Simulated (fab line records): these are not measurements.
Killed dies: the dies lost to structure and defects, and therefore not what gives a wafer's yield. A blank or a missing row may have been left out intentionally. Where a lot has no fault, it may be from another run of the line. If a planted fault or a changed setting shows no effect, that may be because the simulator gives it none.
Matching of chambers :: flow n5-finfet :: pecvd-04 running N5_BEOL_M8_DEP_56: 3 sister chambers
The step deposits SiCN from 3MS/NH3, target thk 10 nm, time 17.5 s. 3 wafers are shown with their chamber, then 8 later ones without.

== EACH WAFER AND ITS CHAMBER ==
wafer: L088.4
chamber: 1
showerhead-plenum-p-Torr (Torr): 3.671

wafer: L088.5
chamber: 0
showerhead-plenum-p-Torr (Torr): 3.673

wafer: L091.2
chamber: 2
showerhead-plenum-p-Torr (Torr): 3.649

== WAFERS WITHOUT THEIR CHAMBER ==
wafer: L091.3
showerhead-plenum-p-Torr (Torr): 3.679

wafer: L091.6
showerhead-plenum-p-Torr (Torr): 3.650

wafer: L089.3
showerhead-plenum-p-Torr (Torr): 3.670

wafer: L089.5
showerhead-plenum-p-Torr (Torr): 3.674

wafer: L089.6
showerhead-plenum-p-Torr (Torr): 3.660

wafer: L094.1
showerhead-plenum-p-Torr (Torr): 3.663

wafer: L094.2
showerhead-plenum-p-Torr (Torr): 3.660

wafer: L094.4
showerhead-plenum-p-Torr (Torr): 3.674

== WHICH CHAMBER EACH ONE RAN IN ==
wafer: L091.3
from the rows above: can't be placed: 0 or 1
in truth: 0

wafer: L091.6
from the rows above: 2
in truth: 2

wafer: L089.3
from the rows above: can't be placed: 1 or 0
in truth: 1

wafer: L089.5
from the rows above: can't be placed: 0 or 1
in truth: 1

wafer: L089.6
from the rows above: can't be placed: 1 or 2 or 0
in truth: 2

wafer: L094.1
from the rows above: can't be placed: 1 or 0 or 2
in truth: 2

wafer: L094.2
from the rows above: can't be placed: 1 or 2 or 0
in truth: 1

wafer: L094.4
from the rows above: can't be placed: 0 or 1
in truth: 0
1 of 8 placed correctly. These rows do not allow placing 7 (true chamber among the candidates in 7). 0 placed wrongly.
How it was worked out, from the rows above alone: a wafer's distance from a chamber is the root of the sum, over the readings, of the square of ((its reading less the chamber's mean) divided by the reading's scatter). If the next closest chamber is less than 2 further off than the closest, the wafer can't be placed; otherwise it belongs to the closest. A chamber's mean is the mean of its shown wafers. The scatter: with one shown wafer a chamber, the root of the mean of the squares of how far each hidden wafer lies from its nearest shown one.
